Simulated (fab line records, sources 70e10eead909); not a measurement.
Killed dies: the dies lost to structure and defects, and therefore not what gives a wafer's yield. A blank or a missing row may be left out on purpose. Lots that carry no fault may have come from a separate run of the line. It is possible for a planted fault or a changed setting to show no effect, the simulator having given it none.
Which tool did it? | flow nandHarc | Sampling: 6 lots, 18 wafers, 5 of 1302 route steps

WHAT THE GAUGES SHOWED, per wafer
NHARC_END_SORT_01.
lot  | measured     | on        | killedAtOther
L571 | day 25 09:10 | prober-02 | 1 2 0
L574 | day 26 06:04 | prober-01 | 0 0 0
L576 | day 27 14:58 | prober-01 | 3 3 0
L582 | day 30 09:03 | prober-01 | 2 0 1
L586 | day 31 14:47 | prober-02 | 0 0 0
L588 | day 32 20:56 | prober-01 | 0 2 0

TOOL THAT RAN EACH LOT (tool first, then ch and the chambers of the sampled wafers, then the start)
lot  | NHARC_A_CHANNEL_HOLE_D1_ETCH_23 | NHARC_A_CHANNEL_FILL_D1_ALD_02  | NHARC_A_CHANNEL_FILL_D1_ALD_03               | NHARC_A_CHANNEL_FILL_D1_ALD_16
L571 | harEtch-02 ch 0,1, day 9 13:24  | aldHk-02 ch 0,1,3, day 9 17:52  | aldSinBatch-03 ch 0, day 10 06:59 or earlier | aldHk-03 ch 0,1,2, day 10 06:59
L574 | harEtch-01 ch 0,1, day 11 00:12 | aldHk-03 ch 0,1,3, day 11 04:41 | aldSinBatch-02 ch 0, day 11 17:21 or earlier | aldHk-02 ch 1,2,3, day 11 17:21
L576 | harEtch-02 ch 0,1, day 11 15:32 | aldHk-03 ch 0,2,3, day 11 19:59 | aldSinBatch-02 ch 0, day 12 08:08 or earlier | aldHk-02 ch 0,2,3, day 12 08:08
L582 | harEtch-02 ch 0,1, day 14 22:46 | aldHk-02 ch 1,2, day 15 03:13   | aldSinBatch-01 ch 0, day 15 15:25 or earlier | aldHk-04 ch 0,2, day 15 15:25
L586 | harEtch-02 ch 1, day 16 00:41   | aldHk-02 ch 1,2,3, day 16 05:13 | aldSinBatch-03 ch 0, day 16 17:26 or earlier | aldHk-02 ch 1,2,3, day 16 17:26
L588 | harEtch-01 ch 0,1, day 16 18:49 | aldHk-04 ch 0,2,3, day 16 23:08 | aldSinBatch-02 ch 0, day 17 12:25 or earlier | aldHk-02 ch 0,1,3, day 17 12:25
- NHARC_A_CHANNEL_HOLE_D1_ETCH_23: etches the open film in C4F8/O2/Ar, time 819 s, target depth 1600 nm.
- NHARC_A_CHANNEL_FILL_D1_ALD_02: deposits SiO2, target thk 6 nm, pulse time 10 s, ald cycles 60.
- NHARC_A_CHANNEL_FILL_D1_ALD_03: deposits SiNx, target thk 6 nm, pulse time 60 s, ald cycles 58.
- NHARC_A_CHANNEL_FILL_D1_ALD_16: deposits SiO2, target thk 1.5 nm, pulse time 10 s, ald cycles 15.

THE ANSWER, worked out from the rows above alone
Rule: the lots themselves supply what counts as usual. Put in order of their means at a reading, lots are off if they are a third of the lots or fewer, leave a main group of 4 or more, and stand apart from it by a gap of 3 or more times the standard deviation of the main group's means; of several such gaps the widest counts. The tables above print the reading to a certain number of digits; a main group whose means all agree to those digits is not used. A lot without any number at a reading at which 4 lots or more have one is off too. All remaining lots with rows at the step are treated as sound.
Nothing can be told from this: no lot is off at any reading shown.

WHAT WAS PUT IN BY THE SIMULATOR
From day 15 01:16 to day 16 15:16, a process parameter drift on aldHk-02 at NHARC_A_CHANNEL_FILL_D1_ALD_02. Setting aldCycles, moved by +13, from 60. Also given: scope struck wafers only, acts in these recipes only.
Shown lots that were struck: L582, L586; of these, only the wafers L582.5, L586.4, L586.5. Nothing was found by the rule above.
